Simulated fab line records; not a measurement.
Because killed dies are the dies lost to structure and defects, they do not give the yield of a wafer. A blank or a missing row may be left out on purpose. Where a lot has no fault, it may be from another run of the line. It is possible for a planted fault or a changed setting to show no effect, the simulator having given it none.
Which tool was responsible?	flow nand harc	72 wafers from 24 lots sampled at 6 of the route's 1302 steps

WHAT EACH GAUGE READ, for each wafer
NHARC_A_ZERO_WELL_CD_MEAS_10 targets a cd of 2000 nm. Usual: cd nm reads 1998.6 nm (standard deviation 2.5).
lot	measured	on	cd nm (nm)	flag
L074	day 7 00:48	cd sem-03	1992.8 1998.9 1997.7	
L075	day 7 08:13	cd sem-03	2000.9 1996.7 1995.9	
L076	day 7 13:40	cd sem-02	1999.1 2003.3 1998.2	
L077	day 8 07:56	cd sem-02	2001.8 1998.5 2001.3	
L078	day 8 09:54	cd sem-02	2000.3 1996.5 1999.0	
L079	day 8 23:25	cd sem-02	2000.9 1999.9 1999.9	
L081	day 9 14:43	cd sem-02	1999.8 1999.4 2000.5	
L080	day 9 15:52	cd sem-01	2000.3 2002.7 2000.6	
L082	day 10 04:11	cd sem-02	1996.3 2000.9 1997.9	
L083	day 10 20:57	cd sem-02	2001.6 1997.2 1999.6	
L084	day 11 09:32	cd sem-02	1995.7 2002.2 2001.7	
L085	day 11 18:04	cd sem-02	1997.7 1993.8 1995.1	
L087	day 12 01:44	cd sem-03	1996.1 1998.0 1999.6	
L086	day 12 02:30	cd sem-03	1997.3 1993.6 1995.0	
L088	day 12 21:40	cd sem-03	1997.3 2001.4 2001.8	
L089	day 12 22:27	cd sem-02	2002.2 1997.9 1997.7	
L090	day 13 12:01	cd sem-02	1997.4 1998.3 1999.2	
L091	day 13 22:15	cd sem-03	1995.4 1995.3 1997.2	
L092	day 14 03:24	cd sem-03	1997.3 1995.7 2001.1	
L093	day 14 15:51	cd sem-03	2003.1 1998.7 2001.1	
L094	day 14 23:04	cd sem-01	1998.8 1997.3 1995.9	
L095	day 15 14:25	cd sem-03	1997.6 1996.9 1998.5	
L096	day 15 22:58	cd sem-02	1994.0 1997.9 1995.7	
L097	day 16 05:04	cd sem-02	1997.0 1999.7 2003.8	

TOOL THAT RAN EACH LOT (tool first, then ch and the chambers of the sampled wafers, then the start)
lot	NHARC_P_M0_DESCUM_14	NHARC_P_M0_ANNEAL_30	NHARC_P_M2_PRE_CLEAN_30	NHARC_P_BONDPAD_ETCH_37	NHARC_P_BONDPAD_PRE_CLEAN_26
L074	rie diel-01 ch 0,1,3, day 6 07:50	rtp anneal-02 ch 0, day 6 09:28	pvd sputter-01, day 6 21:10 or earlier	rie diel-05 ch 0,1,2, day 6 21:10	pvd sputter-01, day 7 00:48 or earlier
L075	rie diel-01 ch 0,2, day 6 15:32	rtp anneal-02 ch 0, day 6 17:11	pvd sputter-01, day 7 04:28 or earlier	rie diel-05 ch 0,1, day 7 04:28	pvd sputter-03, day 7 08:13 or earlier
L076	rie diel-13 ch 0,1,2, day 6 21:01	rtp anneal-01 ch 0, day 6 22:50	pvd sputter-01, day 7 09:56 or earlier	rie diel-12 ch 0,1,2, day 7 09:56	pvd sputter-03, day 7 13:40 or earlier
L077	rie diel-06 ch 0,2,3, day 7 15:13	rtp anneal-02 ch 0, day 7 17:19	pvd sputter-02, day 8 04:17 or earlier	rie diel-07 ch 0,3, day 8 04:17	pvd sputter-02, day 8 07:56 or earlier
L078	rie diel-06 ch 1,2, day 7 17:20	rtp anneal-01 ch 0, day 7 18:59	pvd sputter-01, day 8 06:08 or earlier	rie diel-05 ch 1,3, day 8 06:08	pvd sputter-02, day 8 09:54 or earlier
L079	rie diel-01 ch 0,1, day 8 06:08	rtp anneal-01 ch 0, day 8 08:07	pvd sputter-02, day 8 19:38 or earlier	rie diel-07 ch 1,2,3, day 8 19:38	pvd sputter-01, day 8 23:25 or earlier
L081	rie diel-06 ch 1,2,3, day 8 22:10	rtp anneal-01 ch 0, day 8 23:49	pvd sputter-02, day 9 10:55 or earlier	rie diel-05 ch 1,3, day 9 10:55	pvd sputter-03, day 9 14:43 or earlier
L080	rie diel-06 ch 0,2,3, day 8 23:33	rtp anneal-01 ch 0, day 9 01:20	pvd sputter-03, day 9 12:13 or earlier	rie diel-12 ch 0,1,2, day 9 12:13	pvd sputter-03, day 9 15:52 or earlier
L082	rie diel-01 ch 0,1,3, day 9 11:05	rtp anneal-01 ch 0, day 9 12:44	pvd sputter-03, day 10 00:18 or earlier	rie diel-12 ch 0,2, day 10 00:18	pvd sputter-02, day 10 04:11 or earlier
L083	rie diel-06 ch 1,2,3, day 10 03:24	rtp anneal-02 ch 0, day 10 05:20	pvd sputter-02, day 10 17:00 or earlier	rie diel-12 ch 0,2, day 10 17:00	pvd sputter-02, day 10 20:57 or earlier
L084	rie diel-01 ch 0,2,3, day 10 11:47	rtp anneal-01 ch 0, day 10 13:44	pvd sputter-02, day 11 05:14 or earlier	rie diel-12 ch 0,2,3, day 11 05:14	pvd sputter-02, day 11 09:32 or earlier
L085	rie diel-06 ch 0,1, day 10 20:30	rtp anneal-02 ch 0, day 11 02:25	pvd sputter-02, day 11 14:17 or earlier	rie diel-05 ch 1,3, day 11 14:17	pvd sputter-01, day 11 18:04 or earlier
L087	rie diel-13 ch 0,1,2, day 11 09:05	rtp anneal-02 ch 0, day 11 10:44	pvd sputter-01, day 11 21:57 or earlier	rie diel-07 ch 0,3, day 11 21:57	pvd sputter-02, day 12 01:44 or earlier
L086	rie diel-06 ch 0,2,3, day 11 09:21	rtp anneal-02 ch 0, day 11 11:51	pvd sputter-02, day 11 22:37 or earlier	rie diel-07 ch 0,1,2, day 11 22:37	pvd sputter-02, day 12 02:30 or earlier
L088	rie diel-06 ch 0,2,3, day 12 03:55	rtp anneal-02 ch 0, day 12 05:38	pvd sputter-01, day 12 17:32 or earlier	rie diel-05 ch 0,3, day 12 17:32	pvd sputter-01, day 12 21:40 or earlier
L089	rie diel-06 ch 1,3, day 12 04:36	rtp anneal-01 ch 0, day 12 06:56	pvd sputter-02, day 12 18:34 or earlier	rie diel-12 ch 0,1,2, day 12 18:34	pvd sputter-01, day 12 22:27 or earlier
L090	rie diel-13 ch 0,1,2, day 12 19:22	rtp anneal-02 ch 0, day 12 21:08	pvd sputter-02, day 13 08:14 or earlier	rie diel-12 ch 0,1,2, day 13 08:14	pvd sputter-02, day 13 12:01 or earlier
L091	rie diel-01 ch 2,3, day 13 05:34	rtp anneal-01 ch 0, day 13 07:28	pvd sputter-02, day 13 18:29 or earlier	rie diel-12 ch 0,3, day 13 18:29	pvd sputter-02, day 13 22:15 or earlier
L092	rie diel-06 ch 0,3, day 13 10:53	rtp anneal-02 ch 0, day 13 12:32	pvd sputter-01, day 13 23:39 or earlier	rie diel-07 ch 1,2, day 13 23:39	pvd sputter-01, day 14 03:24 or earlier
L093	rie diel-01 ch 1,2,3, day 13 22:20	rtp anneal-01 ch 0, day 14 00:16	pvd sputter-01, day 14 11:45 or earlier	rie diel-12 ch 0,1,2, day 14 11:45	pvd sputter-01, day 14 15:51 or earlier
L094	rie diel-01 ch 0,1,2, day 14 06:12	rtp anneal-01 ch 0, day 14 07:58	pvd sputter-01, day 14 19:17 or earlier	rie diel-07 ch 0,3, day 14 19:17	pvd sputter-01, day 14 23:04 or earlier
L095	rie diel-13 ch 1,2, day 14 21:40	rtp anneal-01 ch 0, day 14 23:29	pvd sputter-01, day 15 10:38 or earlier	rie diel-12 ch 0,2,3, day 15 10:38	pvd sputter-02, day 15 14:25 or earlier
L096	rie diel-01 ch 0,1,2, day 15 06:08	rtp anneal-01 ch 0, day 15 08:00	pvd sputter-02, day 15 19:13 or earlier	rie diel-05 ch 1,2,3, day 15 19:13	pvd sputter-02, day 15 22:58 or earlier
L097	rie diel-06 ch 0,3, day 15 12:22	rtp anneal-01 ch 0, day 15 14:22	pvd sputter-01, day 16 01:16 or earlier	rie diel-07 ch 2,3, day 16 01:16	pvd sputter-01, day 16 05:04 or earlier
- NHARC_P_M0_DESCUM_14: chemistry O2, time 3 s.
- NHARC_P_M0_ANNEAL_30: time 90 s.
- NHARC_P_M2_PRE_CLEAN_30: time 30 s.
- NHARC_P_BONDPAD_ETCH_37: etches the open film in N2/H2, target depth 60 nm, overetch 18 nm, time 65.91 s.
- NHARC_P_BONDPAD_PRE_CLEAN_26: time 30 s.

WHAT THE TOOLS THEMSELVES READ (means of the sampled wafers that have a number; where no wafer has one, the mark that the record gives instead)
NHARC_P_M0_DESCUM_14. Usual: drypump motor current A 5.8 A, standard deviation 0.4; oes product au 0.996 a.u., standard deviation 0.015; rf vpp V 57.6 V, standard deviation 0.9; showerhead plenum p Torr 1.90 Torr, standard deviation 0.069; throttle valve pct 11.310 %, standard deviation 0.0096.
lot	tool	drypump motor current A (A)	oes product au (a.u.)	rf vpp V (V)	showerhead plenum p Torr (Torr)	throttle valve pct (%)	flag
L074	rie diel-01	6.0	0.992	58.0	1.94	11.304	
L075	rie diel-01	5.9	0.988	57.1	1.93	11.312	
L076	rie diel-13	5.8	1.009	57.6	2.02	11.314	
L077	rie diel-06	5.9	0.990	57.7	1.87	11.313	
L078	rie diel-06	5.2	0.992	58.1	1.87	11.305	
L079	rie diel-01	5.8	0.995	58.0	1.99	11.312	
L081	rie diel-06	5.5	0.984	57.9	1.88	11.320	
L080	rie diel-06	5.9	0.992	57.6	1.86	11.320	
L082	rie diel-01	6.0	0.997	57.4	1.93	11.315	
L083	rie diel-06	5.6	0.982	57.5	1.88	11.317	
L084	rie diel-01	6.0	1.006	58.0	1.89	11.304	
L085	rie diel-06	5.2	0.995	58.0	1.87	11.315	
L087	rie diel-13	5.9	0.992	57.8	2.01	11.320	
L086	rie diel-06	5.9	0.986	57.4	1.86	11.316	
L088	rie diel-06	5.9	0.988	57.1	1.86	11.303	
L089	rie diel-06	5.6	0.989	57.0	1.89	11.312	
L090	rie diel-13	5.9	0.995	57.6	2.01	11.313	
L091	rie diel-01	6.0	1.012	57.1	1.86	11.302	
L092	rie diel-06	6.0	0.985	57.4	1.88	11.305	
L093	rie diel-01	6.0	1.014	58.1	1.90	11.300	
L094	rie diel-01	5.8	1.011	57.8	1.94	11.314	
L095	rie diel-13	5.9	1.010	58.4	2.02	11.315	
L096	rie diel-01	5.8	1.013	58.4	1.94	11.322	
L097	rie diel-06	6.1	0.979	57.9	1.85	11.309	

NHARC_P_M0_ANNEAL_30. Usual: wafer_temp_C_max reads 226.05 (standard deviation 0.26).
lot	tool	wafer_temp_C_max	flag
L074	rtp anneal-02	226.39	
L075	rtp anneal-02	226.15	
L076	rtp anneal-01	226.17	
L077	rtp anneal-02	225.95	
L078	rtp anneal-01	226.34	
L079	rtp anneal-01	226.08	
L081	rtp anneal-01	225.82	
L080	rtp anneal-01	225.98	
L082	rtp anneal-01	226.12	
L083	rtp anneal-02	225.94	
L084	rtp anneal-01	225.77	
L085	rtp anneal-02	226.03	
L087	rtp anneal-02	226.01	
L086	rtp anneal-02	226.02	
L088	rtp anneal-02	226.32	
L089	rtp anneal-01	226.19	
L090	rtp anneal-02	225.72	
L091	rtp anneal-01	226.12	
L092	rtp anneal-02	226.22	
L093	rtp anneal-01	226.13	
L094	rtp anneal-01	225.93	
L095	rtp anneal-01	225.75	
L096	rtp anneal-01	226.12	
L097	rtp anneal-01	226.04	

NHARC_P_M2_PRE_CLEAN_30. Usual: heater power w reads 387 W (standard deviation 23).
lot	tool	heater power w (W)	flag
L074	pvd sputter-01	383	
L075	pvd sputter-01	403	
L076	pvd sputter-01	397	
L077	pvd sputter-02	378	
L078	pvd sputter-01	402	
L079	pvd sputter-02	370	
L081	pvd sputter-02	375	
L080	pvd sputter-03	403	
L082	pvd sputter-03	431	
L083	pvd sputter-02	372	
L084	pvd sputter-02	374	
L085	pvd sputter-02	367	
L087	pvd sputter-01	393	
L086	pvd sputter-02	379	
L088	pvd sputter-01	381	
L089	pvd sputter-02	381	
L090	pvd sputter-02	379	
L091	pvd sputter-02	389	
L092	pvd sputter-01	391	
L093	pvd sputter-01	389	
L094	pvd sputter-01	368	
L095	pvd sputter-01	386	
L096	pvd sputter-02	388	
L097	pvd sputter-01	398	

NHARC_P_BONDPAD_ETCH_37. Usual: drypump motor current A 5.7 A, standard deviation 0.31; oes product au 1.000 a.u., standard deviation 0.011; rf vpp V 431.3 V, standard deviation 2.1; showerhead plenum p Torr 2.07 Torr, standard deviation 0.07; throttle valve pct 14.171 %, standard deviation 0.0091.
lot	tool	drypump motor current A (A)	oes product au (a.u.)	rf vpp V (V)	showerhead plenum p Torr (Torr)	throttle valve pct (%)	flag
L074	rie diel-05	5.8	1.001	432.8	2.14	14.167	
L075	rie diel-05	5.7	0.997	433.0	2.13	14.168	
L076	rie diel-12	5.3	1.010	429.2	1.99	14.170	
L077	rie diel-07	5.6	0.997	431.0	2.05	14.175	
L078	rie diel-05	5.7	0.995	431.5	2.08	14.165	
L079	rie diel-07	6.0	0.993	431.0	2.12	14.166	
L081	rie diel-05	5.7	0.987	432.1	2.08	14.165	
L080	rie diel-12	5.3	0.993	428.8	1.98	14.178	
L082	rie diel-12	5.5	1.012	428.8	1.99	14.185	
L083	rie diel-12	5.5	1.010	429.1	1.99	14.168	
L084	rie diel-12	5.7	1.009	431.0	2.04	14.179	
L085	rie diel-05	5.5	0.998	430.8	2.04	14.165	
L087	rie diel-07	5.6	1.003	431.1	2.05	14.160	
L086	rie diel-07	5.9	0.986	432.4	2.11	14.172	
L088	rie diel-05	5.5	1.010	430.8	2.05	14.168	
L089	rie diel-12	5.4	1.000	429.1	1.98	14.169	
L090	rie diel-12	5.4	0.998	429.0	1.98	14.167	
L091	rie diel-12	5.9	0.997	430.4	2.02	14.161	
L092	rie diel-07	6.1	1.011	433.4	2.15	14.177	
L093	rie diel-12	5.4	0.993	429.1	1.98	14.160	
L094	rie diel-07	5.6	0.993	431.8	2.05	14.173	
L095	rie diel-12	5.7	0.997	431.0	2.04	14.167	
L096	rie diel-05	5.7	1.001	432.0	2.09	14.171	
L097	rie diel-07	6.0	0.997	432.0	2.08	14.173	

NHARC_P_BONDPAD_PRE_CLEAN_26. Usual: heater power w reads 388 W (standard deviation 25).
lot	tool	heater power w (W)	flag
L074	pvd sputter-01	398	
L075	pvd sputter-03	397	
L076	pvd sputter-03	416	
L077	pvd sputter-02	373	
L078	pvd sputter-02	374	
L079	pvd sputter-01	369	
L081	pvd sputter-03	407	
L080	pvd sputter-03	428	
L082	pvd sputter-02	376	
L083	pvd sputter-02	377	
L084	pvd sputter-02	380	
L085	pvd sputter-01	368	
L087	pvd sputter-02	375	
L086	pvd sputter-02	364	
L088	pvd sputter-01	387	
L089	pvd sputter-01	386	
L090	pvd sputter-02	389	
L091	pvd sputter-02	382	
L092	pvd sputter-01	398	
L093	pvd sputter-01	390	
L094	pvd sputter-01	402	
L095	pvd sputter-02	387	
L096	pvd sputter-02	385	
L097	pvd sputter-01	375	

THE ANSWER, worked out from the rows above alone
Rule: a lot is off if the mean of its wafers that have a number lies more than 3 standard deviations from the usual mean. Also off: a lot with no number at a reading for which 4 or more lots have one. The other lots that the step has rows for count as sound. The gauges are gone through in route order, then the tools' own readings, and for those a lot's mean is taken as printed above. At the first step where some lot is off, the reading lying furthest off is the one used; lots without a number count as furthest.
Across all readings shown, no lot is off: no conclusion can be drawn from this.

WHAT HAD BEEN PUT IN BY THE SIMULATOR
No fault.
